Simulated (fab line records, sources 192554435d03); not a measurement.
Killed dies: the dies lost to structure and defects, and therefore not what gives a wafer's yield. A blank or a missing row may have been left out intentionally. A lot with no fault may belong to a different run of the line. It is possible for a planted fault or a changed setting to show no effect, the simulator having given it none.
Chamber matching -- flow n5 finfet -- 3 sister chambers for N5_BEOL_M6_CURE_74 on uv cure-01
The step cures SiCOH lowk, time 240 s. 20 wafers are shown with their chamber, then 10 later ones without.

WAFERS PAIRED WITH THEIR CHAMBERS
wafer,chamber,wafer_temp_C_max,lamp power pct (%)
L078.2,1,386.3,52.36
L078.4,1,385.9,52.31
L078.6,1,386.1,52.32
L081.1,2,387.5,52.29
L081.3,2,386.9,52.33
L081.6,2,387.6,52.36
L082.2,0,386.9,52.23
L082.3,0,386.9,52.34
L082.5,0,387.4,52.35
L084.1,0,387.6,52.37
L084.2,0,387.4,52.31
L084.4,0,387.7,52.34
L087.1,2,387.3,52.32
L087.4,2,387.3,52.26
L087.5,2,387.3,52.27
L088.2,0,388.1,52.31
L088.5,0,387.3,52.43
L088.6,0,388.1,52.33
L089.4,2,387.1,52.36
L089.5,2,387.4,52.28

SIGNATURES, as means of the wafers listed above
reading,chamber 0,chamber 1,chamber 2,scatter within a chamber
wafer_temp_C_max,387.489,386.100,387.300,0.34
lamp power pct,52.3344,52.3300,52.3088,0.0454
Rule: for each reading, subtract the chamber's mean from the wafer's reading, divide by that reading's scatter and square the result; add these up over the readings and take the root, which gives the wafer's distance from the chamber. If the next closest chamber is less than 2 further off than the closest, the wafer can't be placed; otherwise it belongs to the closest. The scatter: take each reading less its chamber's mean, square it, sum over the shown wafers, divide by the number of wafers less the number of chambers, and take the root.

WAFERS MISSING THEIR CHAMBER
wafer,wafer_temp_C_max,lamp power pct (%)
L089.6,387.2,52.29
L092.1,387.0,52.28
L092.2,386.7,52.26
L092.6,386.2,52.36
L093.1,386.6,52.33
L093.4,386.4,52.23
L093.5,386.1,52.30
L095.1,386.4,52.24
L095.2,386.3,52.30
L095.4,386.8,52.34

CHAMBER TAKEN BY EACH
wafer,from the rows above,in truth
L089.6,can't be placed: 2 or 0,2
L092.1,can't be placed: 2 or 0 or 1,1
L092.2,can't be placed: 2 or 1 or 0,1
L092.6,1,1
L093.1,can't be placed: 1 or 2 or 0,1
L093.4,can't be placed: 1 or 2 or 0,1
L093.5,1,1
L095.1,can't be placed: 1 or 2 or 0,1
L095.2,1,1
L095.4,can't be placed: 2 or 0 or 1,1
Placed correctly: 3 of 10. Not placeable from these rows: 7 (in 7, the candidates include the true chamber). Wrongly placed: 0.
